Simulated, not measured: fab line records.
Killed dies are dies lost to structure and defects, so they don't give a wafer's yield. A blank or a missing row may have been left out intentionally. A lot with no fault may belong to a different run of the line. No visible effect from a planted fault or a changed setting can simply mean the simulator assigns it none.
Split-lot experiment	flow n5_finfet	on a route of 1938 steps: 7 lots, 21 wafers read

## ON THE SPLIT
At N5_BEOL_M0_ETCH_128 (etches SiCN in CF4/N2, target depth 12 nm, overetch 5.1 nm, time 21.4 s), the setting source_w was moved away from the recipe's 430 W on 11 of the 21 wafers read, by -15.7% to +12.5%. This setting was run at the recipe's value on the other wafers.

The split's own step is where the reading is taken.

## THE READING
rf_vpp_V, in V, at N5_BEOL_M0_ETCH_128 (etches SiCN in CF4/N2, target depth 12 nm, overetch 5.1 nm, time 21.4 s). Fault-free wafers of this fab line usually give 382.0 V, standard deviation 1.8 V.

wafer	tool, chamber at the split	source_w as run, W	against the recipe	rf_vpp_V, V	against lot-mates on the recipe
L077.1	rie_diel-05, 3	362.6	-15.7%	407.8	no lot-mate on the recipe
L077.5	rie_diel-05, 3	362.6	-15.7%	406.2	no lot-mate on the recipe
L077.6	rie_diel-05, 2	362.6	-15.7%	400.4	no lot-mate on the recipe
L079.1	rie_diel-04, 2	430	recipe	382.0	-
L079.3	rie_diel-04, 3	430	recipe	381.7	-
L079.4	rie_diel-04, 3	430	recipe	379.9	-
L082.1	rie_diel-03, 3	476.3	+10.8%	368.2	-16.6
L082.3	rie_diel-03, 2	430	recipe	384.8	-
L082.6	rie_diel-03, 3	476.3	+10.8%	368.7	-16.1
L083.1	rie_diel-03, 1	377.6	-12.2%	396.7	+14.8
L083.4	rie_diel-03, 2	377.6	-12.2%	402.2	+20.3
L083.5	rie_diel-03, 0	430	recipe	381.9	-
L086.1	rie_diel-05, 0	430	recipe	379.8	-
L086.2	rie_diel-05, 1	430	recipe	381.9	-
L086.3	rie_diel-05, 2	483.7	+12.5%	363.6	-17.2
L091.1	rie_diel-05, 3	381.6	-11.3%	399.2	+17.1
L091.2	rie_diel-05, 1	381.6	-11.3%	398.7	+16.6
L091.5	rie_diel-05, 1	430	recipe	382.1	-
L095.3	rie_diel-03, 0	376	-12.6%	400.6	+18.6
L095.4	rie_diel-03, 1	430	recipe	380.6	-
L095.5	rie_diel-03, 2	430	recipe	383.5	-

FIT RESULTS
A straight line over all 21 wafers: rf_vpp_V changes by -1.43 V for each +1% of source_w; r = -0.99; the points scatter about the line by 2 V.
The same after taking each lot's own level away (the mean of its wafers on the recipe; 18 wafers): -1.47 V for each +1%; r = -0.99; scatter 1.3 V.
Per that fit: largest source_w move, reading shift of 23 V.
Measured against the standard deviation above, the lots' own levels, which go from 380.85 to 384.80 V, span 2.2 times it.
The two slopes agree, so the slope changes little with the lot-to-lot level.
Check: +18.4 V against its lot-mates is what the line predicts for one of the wafers moved furthest among these (-12.6%) when that wafer is left out of the fit. Against them it came out at +18.6 V.
Tool readings at the split's step, against how far the setting was moved: rf_vpp_V r = -0.99.

## THE OTHER SPLITS THESE WAFERS WENT THROUGH
Other splits were also applied to these wafers ahead of the reading. Each is held against what the fit with the lots' levels taken away leaves over:
other split on the same wafers	wafers away from the commonest value	r with rf_vpp_V (lot level and that fit taken away)
N5_MOL_CONTACT_COAG_ETCH_105 bias_w	4	+0.03
N5_MOL_CONTACT_COAG_ALD_27 ald_cycles	7	-0.02
N5_MOL_CONTACT_COAG_COAT_75 spin_rpm	10	-0.37
N5_BEOL_M0_SAQP_COAT_08 spin_rpm	8	-0.01
N5_BEOL_M0_SAQP_PEB_12 peb_time_s	11	+0.16
N5_BEOL_M0_CUTY_EXPOSE_54 dose_mj	6	+0.07

## FILE'S OWN FIT
rf_vpp_V changes by -1.46 V for each +1% of source_w, r = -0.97.
